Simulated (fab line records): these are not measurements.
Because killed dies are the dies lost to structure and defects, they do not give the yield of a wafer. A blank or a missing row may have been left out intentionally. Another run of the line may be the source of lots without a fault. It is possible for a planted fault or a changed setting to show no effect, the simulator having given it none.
fab line records ; flow nand-harc
[record] lots = 6; wafers = 18; last-day = 31
route steps=1302 shown P_M1@306 P_M2@318 END@1302
lots that met no fault: taken from a fault-free run of the same line
start-h: the number of hours between the record's first day and the start of the first shown wafer of the lot ; wait-h: hours elapsed since this lot's preceding step ; " identical to the entry in the row above ; L1.1+2: several wafers, shown together as one row ; - no value, or no start was given ; * or withheld: withheld ; < > ~ a bound
route shown NAME@n: a module of which the file shows steps, and the number in the route of the first ; usual: mean/standard deviation of fault-free wafers ; same: alike in all rows ; chamber/n: place in a boat ; sites: each site's reading ; _std_site: standard deviation across them ; _edge_site: the outer-site mean with the inner-site mean subtracted ; radius-mm: for every site, how far away it sits from the centre of the wafer ; mask NAME#n: copy n ; behind: the tool/chamber that last shaped the wafer ; hold: reason for holding the lot/hours on hold/outcome of the hold ; device: which transistor (n, p or np) failed to switch ; end of line: tests run on the same wafers once the route is complete ; a step given without rows: its recipe and nothing more ; killed: at the first sort, the dies lost to defects and structure; wafer yield is something else ; map: a wafer's dies, marking killed ones x, the rest . and places with no die _
set.NAME: the setting the step ran with; set.NAME@STEP: the setting that earlier step ran with ; model.NAME: the simulator's own value behind a step, which no gauge read
lots seen at some steps along the route; tables by step, rows by wafer
services: from which hour (start-h, from the record's first day; less than 0 if before it) a tool's chamber was out of use, for how many hours, and why
[[steps]]
[step NHARC_P_M1_PRE_CLEAN_30]
[recipe] time-s = 30; temp-c = 280; gas = H2/He
[step NHARC_P_M1_PVD_20]
[recipe] target-thk-a = 50; bias-v = 168.6; power-w = 15000; chamber-pressure-pa = 0.12; time-s = 8.06; substrate-temp-c = 50; material = TaN
[step NHARC_P_M1_PVD_21]
[recipe] target-thk-a = 300; chamber-pressure-pa = 5; power-w = 5000; substrate-temp-c = 30; time-s = 20.49; material = Cu
[usual] cathode-dc-power-W = 5000.0/0.87; throttle-valve-pct = 29.9/1.3
lot.wafer;tool;chamber;start-h;wait-h;cathode-dc-power-W;throttle-valve-pct
L144.2;pvd-sputter-02;-;-;-;5000.9;28.8
L144.3;pvd-sputter-02;-;-;-;4998.7;27.9
L144.5;pvd-sputter-02;-;-;-;4999.1;29.0
L148.1;pvd-sputter-01;-;-;-;5001.7;32.1
L148.2;pvd-sputter-01;-;-;-;5000.8;30.0
L148.5;pvd-sputter-01;-;-;-;4999.2;31.9
L150.2;pvd-sputter-03;-;-;-;4999.9;29.1
L150.4;pvd-sputter-03;-;-;-;5002.0;29.4
L150.6;pvd-sputter-03;-;-;-;5000.0;29.0
L154.2;pvd-sputter-02;-;-;-;4999.3;28.1
L154.4;pvd-sputter-02;-;-;-;4999.8;29.2
L154.5;pvd-sputter-02;-;-;-;5000.2;28.1
L156.2;pvd-sputter-01;-;-;-;4999.7;31.5
L156.5;pvd-sputter-01;-;-;-;5000.1;29.3
L156.6;pvd-sputter-01;-;-;-;5000.1;31.5
L160.1;pvd-sputter-03;-;-;-;4998.9;30.1
L160.4;pvd-sputter-03;-;-;-;4999.9;29.3
L160.5;pvd-sputter-03;-;-;-;5000.2;31.1
[step NHARC_P_M1_ECD_22]
[recipe] target-thk-a = 4000; bath-temp-c = 25; material = Cu
[step NHARC_P_M1_ANNEAL_31]
[recipe] temp-c = 225; time-s = 90
[usual] wafer_temp_C_max = 226.22/0.28
lot.wafer;tool;chamber;start-h;wait-h;wafer_temp_C_max
L144.2;rtp-anneal-01;0;138.60;0.4;226.16
L144.3;rtp-anneal-01;0;138.60;0.4;225.95
L144.5;rtp-anneal-01;0;138.60;0.4;226.00
L148.1;rtp-anneal-01;0;175.37;-;226.48
L148.2;rtp-anneal-01;0;175.37;-;226.36
L148.5;rtp-anneal-01;0;175.37;-;226.21
L150.2;rtp-anneal-01;0;185.82;-;226.36
L150.4;rtp-anneal-01;0;185.82;-;225.81
L150.6;rtp-anneal-01;0;185.82;-;226.62
L154.2;rtp-anneal-01;0;229.42;-;226.39
L154.4;rtp-anneal-01;0;229.42;-;226.38
L154.5;rtp-anneal-01;0;229.42;-;226.19
L156.2;rtp-anneal-01;0;246.03;0.3;226.50
L156.5;rtp-anneal-01;0;246.03;0.3;225.86
L156.6;rtp-anneal-01;0;246.03;0.3;226.33
L160.1;rtp-anneal-01;0;304.44;-;226.50
L160.4;rtp-anneal-01;0;304.44;-;226.71
L160.5;rtp-anneal-01;0;304.44;-;226.10
[step NHARC_P_M1_CMP_23]
[recipe] t-overpolish-s = 20; target-thk-nm = 157.82
[usual] motor-current-A = 12.4/1.4; time-to-endpoint-s = 29/3.4
lot.wafer;tool;chamber;start-h;wait-h;motor-current-A;time-to-endpoint-s
L144.2;cmp-04;0;138.89;-;9.8;29
L144.3;cmp-04;3;138.89;-;13.7;31
L144.5;cmp-04;0;138.89;-;10.3;29
L148.2;cmp-03;2;175.72;-;12.5;29
L148.1;cmp-03;3;175.72;-;10.7;26
L148.5;cmp-03;2;175.72;-;13.0;27
L150.2;cmp-03;3;186.11;-;10.1;29
L150.4;cmp-03;0;186.11;-;12.3;29
L150.6;cmp-03;0;186.11;-;13.0;33
L154.4;cmp-02;0;229.77;-;10.2;29
L154.2;cmp-02;1;229.77;-;13.2;34
L154.5;cmp-02;3;229.77;-;12.1;28
L156.2;cmp-04;1;246.38;-;12.3;34
L156.6;cmp-04;3;246.38;-;14.2;29
L156.5;cmp-04;0;246.38;-;10.6;29
L160.1;cmp-04;2;304.82;-;13.3;25
L160.4;cmp-04;0;304.82;-;10.5;29
L160.5;cmp-04;2;304.82;-;13.3;29
[step NHARC_P_M1_THK_MEAS_24]
[recipe] thk-meas-gauge = xrf
[usual] thk-nm = 158.2/1.6
lot.wafer;tool;chamber;start-h;wait-h;thk-nm
L144.2;film-metro-02;-;139.20;-;157.4
L144.3;film-metro-02;-;139.20;-;157.6
L144.5;film-metro-02;-;139.20;-;157.2
L148.1;film-metro-01;-;176.03;-;155.9
L148.2;film-metro-01;-;176.03;-;156.3
L148.5;film-metro-01;-;176.03;-;157.1
L150.2;film-metro-01;-;186.43;-;157.4
L150.4;film-metro-01;-;186.43;-;158.7
L150.6;film-metro-01;-;186.43;-;158.3
L154.2;film-metro-02;-;230.03;-;160.6
L154.4;film-metro-02;-;230.03;-;159.0
L154.5;film-metro-02;-;230.03;-;159.0
L156.2;film-metro-01;-;246.64;-;159.2
L156.5;film-metro-01;-;246.64;-;155.8
L156.6;film-metro-01;-;246.64;-;158.8
L160.1;film-metro-01;-;305.10;-;159.0
L160.4;film-metro-01;-;305.10;-;156.7
L160.5;film-metro-01;-;305.10;-;157.9
[step NHARC_P_M1_SRD_25]
[step NHARC_P_M1_INSPECT_27]
[usual] raw-defect-count = 307/95
lot.wafer;tool;chamber;start-h;wait-h;raw-defect-count
L144.2;defect-inspect-02;-;139.36;0.0;448
L144.3;defect-inspect-02;-;139.36;0.0;344
L144.5;defect-inspect-02;-;139.36;0.0;401
L148.1;defect-inspect-01;-;176.19;0.0;234
L148.2;defect-inspect-01;-;176.19;0.0;289
L148.5;defect-inspect-01;-;176.19;0.0;451
L150.2;defect-inspect-01;-;186.61;0.0;188
L150.4;defect-inspect-01;-;186.61;0.0;412
L150.6;defect-inspect-01;-;186.61;0.0;172
L154.2;defect-inspect-01;-;230.18;0.0;467
L154.4;defect-inspect-01;-;230.18;0.0;244
L154.5;defect-inspect-01;-;230.18;0.0;270
L156.2;defect-inspect-02;-;246.80;0.0;356
L156.5;defect-inspect-02;-;246.80;0.0;247
L156.6;defect-inspect-02;-;246.80;0.0;379
L160.1;defect-inspect-01;-;305.26;0.0;339
L160.4;defect-inspect-01;-;305.26;0.0;238
L160.5;defect-inspect-01;-;305.26;0.0;452
[step NHARC_P_M1_PRE_CLEAN_32]
[recipe] time-s = 12; temp-c = 370; rf-power-w = 300; gas = NH3
[usual] heater-power-w = 655/80
lot.wafer;tool;chamber;start-h;wait-h;heater-power-w
L144.2;pecvd-02;1;139.44;0.1;667
L144.3;pecvd-02;2;139.44;0.1;675
L144.5;pecvd-02;0;139.44;0.1;667
L148.1;pecvd-01;2;176.26;0.1;603
L148.2;pecvd-01;0;176.26;0.1;723
L148.5;pecvd-01;2;176.26;0.1;616
L150.2;pecvd-01;1;186.69;0.1;660
L150.6;pecvd-01;0;186.69;0.1;789
L150.4;pecvd-01;2;186.69;0.1;590
L154.2;pecvd-01;0;230.25;0.1;734
L154.4;pecvd-01;2;230.25;0.1;554
L154.5;pecvd-01;0;230.25;0.1;711
L156.2;pecvd-01;2;246.88;0.1;624
L156.6;pecvd-01;0;246.88;0.1;778
L156.5;pecvd-01;2;246.88;0.1;620
L160.1;pecvd-01;0;305.33;0.1;778
L160.4;pecvd-01;0;305.33;0.1;754
L160.5;pecvd-01;0;305.33;0.1;752
[step NHARC_P_M1_DEP_33]
[recipe] target-thk-a = 300; temp-c = 370; target-thk-nm = 30; pressure-torr = 3; flow-sccm = 200; rf-w = 450; material = SiCN
[usual] heater-power-w = 601/77
lot.wafer;tool;chamber;start-h;wait-h;heater-power-w
L144.2;pecvd-02;1;139.55;0.1;659
L144.3;pecvd-02;2;139.55;0.1;572
L144.5;pecvd-02;0;139.55;0.1;570
L148.1;pecvd-01;2;176.34;0.1;566
L148.2;pecvd-01;0;176.34;0.1;746
L148.5;pecvd-01;2;176.34;0.1;583
L150.2;pecvd-01;1;186.80;0.1;595
L150.6;pecvd-01;0;186.80;0.1;677
L150.4;pecvd-01;2;186.80;0.1;514
L154.2;pecvd-01;0;230.37;0.1;758
L154.4;pecvd-01;2;230.37;0.1;575
L154.5;pecvd-01;0;230.37;0.1;756
L156.2;pecvd-01;2;247.05;0.1;515
L156.6;pecvd-01;0;247.05;0.1;677
L156.5;pecvd-01;2;247.05;0.1;537
L160.1;pecvd-01;0;305.45;0.1;648
L160.4;pecvd-01;0;305.45;0.1;662
L160.5;pecvd-01;0;305.45;0.1;653
[step NHARC_P_M2_DEP_00]
[recipe] target-thk-a = 1825; target-thk-nm = 182.5; temp-c = withheld; pressure-torr = 5; flow-sccm = 200; rf-w = 600; material = SiOC
lot.wafer;tool;chamber;start-h;wait-h
L144.2+3+5;pecvd-02;2,0,2;139.94;-
L148.1+2+5;pecvd-02;1,2,1;176.80;-
L150.2+6+4;pecvd-01;2,2,1;187.15;-
L154.2+4+5;pecvd-03;1,1,2;230.91;0.5
L156.2+5+6;pecvd-01;0,2,0;247.57;0.5
L156.2+5+6;pecvd-01;0,2,0;248.28;0.6
L160.1+4+5;pecvd-03;2,1,2;306.04;0.5
L160.1+4+5;pecvd-03;2,1,2;306.91;-
[step NHARC_P_M2_DEHYDRATE_01]
[recipe] temp-c = 150; time-s = 120
[step NHARC_END_SORT_01]
[recipe] temp-c = 25
[usual] defect-limited-yield = 90/3.4; killed-at-array = 61/24; killed-at-other = 1.2/1.3; killed-at-periphery = 3.7/2.6; killed-dies = 66/23; killed-open = 3.3/1.8; killed-short = 2.4/1.6
[same] gross-dies = 677
lot.wafer;tool;chamber;start-h;wait-h;defect-limited-yield[%];killed-at-array;killed-at-other;killed-at-periphery;killed-dies;killed-open;killed-short
L154.2;prober-02;0;670.37;2.8;87;88;0;1;89;2;1
L154.4;prober-02;0;671.95;3.4;85;96;1;2;99;3;4
L154.5;prober-02;0;672.73;3.6;86;88;0;4;92;2;1
L156.2;prober-02;0;680.15;2.8;0;61;1;615;677;2;5
L156.5;prober-02;0;682.58;3.7;0;72;1;604;677;4;2
L156.6;prober-02;0;683.39;4.1;0;64;2;611;677;3;2
L160.1;prober-02;0;749.99;2.5;0;67;0;610;677;2;2
L160.4;prober-02;0;752.45;3.4;0;73;1;603;677;3;4
L160.5;prober-02;0;753.26;3.8;0;70;1;606;677;2;2
// killed by level:class
L154.2 A_SLIT:chamber-film-flake=40 A_CHANNEL_HOLE_D1:chamber-film-flake=24 A_CONTACT:chamber-film-flake=9 A_SGD_CUT:chamber-film-flake=7 A_CHANNEL_HOLE_D2:chamber-film-flake=3 A_STAIRCASE:chamber-film-flake=2 A_WL_FILL:geometric-particle:short=1 A_WL_FILL:geometric-particle:open=1
L154.4 A_SLIT:chamber-film-flake=36 A_CHANNEL_HOLE_D1:chamber-film-flake=35 A_CONTACT:chamber-film-flake=7 A_SGD_CUT:chamber-film-flake=5 A_WL_FILL:chamber-film-flake=4 A_STAIRCASE:chamber-film-flake=3 A_WL_FILL:geometric-particle:short=2 P_CONTACT:geometric-particle:short=1
L154.5 A_CHANNEL_HOLE_D1:chamber-film-flake=33 A_SLIT:chamber-film-flake=32 A_CONTACT:chamber-film-flake=11 A_CHANNEL_HOLE_D2:chamber-film-flake=3 A_WL_FILL:chamber-film-flake=3 P_ZERO_WELL:chamber-film-flake=2 A_SGD_CUT:chamber-film-flake=2 A_ONON_D1:geometric-particle:open=1
L156.2 P_M2:area-dep=608 A_CHANNEL_HOLE_D1:chamber-film-flake=28 A_CHANNEL_HOLE_D2:chamber-film-flake=15 A_STAIRCASE:chamber-film-flake=7 P_ZERO_WELL:chamber-film-flake=3 P_GATE:chamber-film-flake=3 A_CONTACT:chamber-film-flake=3 A_WL_FILL:geometric-particle:short=2
L156.5 P_M2:area-dep=603 A_CHANNEL_HOLE_D1:chamber-film-flake=31 A_CHANNEL_HOLE_D2:chamber-film-flake=20 A_STAIRCASE:chamber-film-flake=7 A_SLIT:chamber-film-flake=5 A_CHANNEL_FILL_D2:geometric-particle:open=2 A_CONTACT:chamber-film-flake=2 A_CHANNEL_HOLE_D1:geometric-particle:short=1
L156.6 P_M2:area-dep=608 A_CHANNEL_HOLE_D1:chamber-film-flake=36 A_CHANNEL_HOLE_D2:chamber-film-flake=13 A_STAIRCASE:chamber-film-flake=5 A_CONTACT:chamber-film-flake=3 P_ZERO_WELL:chamber-film-flake=2 A_SLIT:chamber-film-flake=2 THIN_TSV:chamber-film-flake=2
L160.1 P_M2:area-dep=608 A_CHANNEL_HOLE_D2:chamber-film-flake=29 A_CHANNEL_HOLE_D1:chamber-film-flake=26 A_STAIRCASE:chamber-film-flake=3 P_M2:chamber-film-flake=2 A_SLIT:chamber-film-flake=2 A_CONTACT:chamber-film-flake=2 A_ONON_D2:geometric-particle:open=1
L160.4 P_M2:area-dep=601 A_CHANNEL_HOLE_D1:chamber-film-flake=34 A_CHANNEL_HOLE_D2:chamber-film-flake=25 A_CONTACT:chamber-film-flake=4 A_STAIRCASE:chamber-film-flake=2 P_GATE:geometric-particle:open=1 A_ONON_D2:geometric-particle:short=1 A_ONON_D2:geometric-particle:open=1
L160.5 P_M2:area-dep=601 A_CHANNEL_HOLE_D2:chamber-film-flake=35 A_CHANNEL_HOLE_D1:chamber-film-flake=27 A_CONTACT:chamber-film-flake=2 P_M2:chamber-film-flake=2 P_CONTACT:geometric-particle:short=1 A_DECK1_JOINT:geometric-particle:open=1 A_SGD_CUT:geometric-particle:short=1
// map L156.2 (x killed, . not)
____________x____________
_________xxxxxxx_________
_______xxxxxxxxxxx_______
______xxxxxxxxxxxxx______
_____xxxxxxxxxxxxxxx_____
____xxxxxxxxxxxxxxxxx____
____xxxxxxxxxxxxxxxxx____
___xxxxxxxxxxxxxxxxxxx___
___xxxxxxxxxxxxxxxxxxx___
__xxxxxxxxxxxxxxxxxxxxx__
__xxxxxxxxxxxxxxxxxxxxx__
_xxxxxxxxxxxxxxxxxxxxxxx_
_xxxxxxxxxxxxxxxxxxxxxxx_
_xxxxxxxxxxxxxxxxxxxxxxx_
_xxxxxxxxxxxxxxxxxxxxxxx_
_xxxxxxxxxxxxxxxxxxxxxxx_
xxxxxxxxxxxxxxxxxxxxxxxxx
xxxxxxxxxxxxxxxxxxxxxxxxx
xxxxxxxxxxxxxxxxxxxxxxxxx
xxxxxxxxxxxxxxxxxxxxxxxxx
xxxxxxxxxxxxxxxxxxxxxxxxx
_xxxxxxxxxxxxxxxxxxxxxxx_
_xxxxxxxxxxxxxxxxxxxxxxx_
_xxxxxxxxxxxxxxxxxxxxxxx_
_xxxxxxxxxxxxxxxxxxxxxxx_
_xxxxxxxxxxxxxxxxxxxxxxx_
__xxxxxxxxxxxxxxxxxxxxx__
__xxxxxxxxxxxxxxxxxxxxx__
___xxxxxxxxxxxxxxxxxxx___
___xxxxxxxxxxxxxxxxxxx___
____xxxxxxxxxxxxxxxxx____
____xxxxxxxxxxxxxxxxx____
_____xxxxxxxxxxxxxxx_____
______xxxxxxxxxxxxx______
_______xxxxxxxxxxx_______
_________xxxxxxx_________
____________x____________
// map L160.1 (x killed, . not)
____________x____________
_________xxxxxxx_________
_______xxxxxxxxxxx_______
______xxxxxxxxxxxxx______
_____xxxxxxxxxxxxxxx_____
____xxxxxxxxxxxxxxxxx____
____xxxxxxxxxxxxxxxxx____
___xxxxxxxxxxxxxxxxxxx___
___xxxxxxxxxxxxxxxxxxx___
__xxxxxxxxxxxxxxxxxxxxx__
__xxxxxxxxxxxxxxxxxxxxx__
_xxxxxxxxxxxxxxxxxxxxxxx_
_xxxxxxxxxxxxxxxxxxxxxxx_
_xxxxxxxxxxxxxxxxxxxxxxx_
_xxxxxxxxxxxxxxxxxxxxxxx_
_xxxxxxxxxxxxxxxxxxxxxxx_
xxxxxxxxxxxxxxxxxxxxxxxxx
xxxxxxxxxxxxxxxxxxxxxxxxx
xxxxxxxxxxxxxxxxxxxxxxxxx
xxxxxxxxxxxxxxxxxxxxxxxxx
xxxxxxxxxxxxxxxxxxxxxxxxx
_xxxxxxxxxxxxxxxxxxxxxxx_
_xxxxxxxxxxxxxxxxxxxxxxx_
_xxxxxxxxxxxxxxxxxxxxxxx_
_xxxxxxxxxxxxxxxxxxxxxxx_
_xxxxxxxxxxxxxxxxxxxxxxx_
__xxxxxxxxxxxxxxxxxxxxx__
__xxxxxxxxxxxxxxxxxxxxx__
___xxxxxxxxxxxxxxxxxxx___
___xxxxxxxxxxxxxxxxxxx___
____xxxxxxxxxxxxxxxxx____
____xxxxxxxxxxxxxxxxx____
_____xxxxxxxxxxxxxxx_____
______xxxxxxxxxxxxx______
_______xxxxxxxxxxx_______
_________xxxxxxx_________
____________x____________
[[services]]
tool;chamber;start-h;hours;kind
pecvd-01;-;130.08;13.0;pm
cmp-04;-;133.47;0.5;repair
pvd-sputter-01;-;134.84;7.9;repair
pvd-sputter-03;-;143.54;5.3;repair
cmp-03;-;162.14;4.0;pm
cmp-04;-;169.75;0.4;repair
pvd-sputter-03;-;170.03;10.0;pm
cmp-04;-;172.97;1.2;repair
pecvd-03;-;185.05;13.0;pm
cmp-04;-;187.37;1.6;repair
pecvd-01;2;195.37;4.4;repair
cmp-04;-;211.45;4.0;pm
pecvd-01;2;211.66;7.9;repair
pecvd-01;-;214.50;0.7;repair
pecvd-01;1;221.56;54.0;repair
pvd-sputter-03;-;223.56;3.3;repair
pvd-sputter-01;-;226.02;10.0;pm
pecvd-02;-;227.13;13.0;pm
cmp-03;-;235.87;3.0;repair
cmp-03;-;260.14;4.0;pm
pecvd-01;2;260.26;167.5;repair
pecvd-01;-;276.26;1.3;repair
pecvd-01;1;278.56;8.9;repair
cmp-04;-;302.63;1.3;repair
[[key]]
[first-sign] step = NHARC_P_M2_DEP_00; reading = visit; direction = added
[effect] step = NHARC_END_SORT_01; reading = killed-at-periphery; direction = up; sigmas = 99+; usual = 3.7; struck = 608.2
[more-kills-born-at] NHARC_P_M2_DEP_00@pecvd-01 = 1819; NHARC_P_M2_DEP_00@pecvd-03 = 1810
met-at NHARC_P_M2_DEP_00
struck-wafers L156.2,L156.5,L156.6,L160.1,L160.4,L160.5
later-rows-left-out L156.2,L156.5,L156.6,L160.1,L160.4,L160.5
[fault] kind = repeated-step-whole; tool = pecvd-01,pecvd-02,pecvd-03; chamber = -; onset-h = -; steps = NHARC_P_M2_DEP_00; times = 1; scope = struck-lots-only
// later-rows-left-out: the simulator's readings of these wafers behind a module that went badly wrong aren't trusted and aren't shown, but for the sort
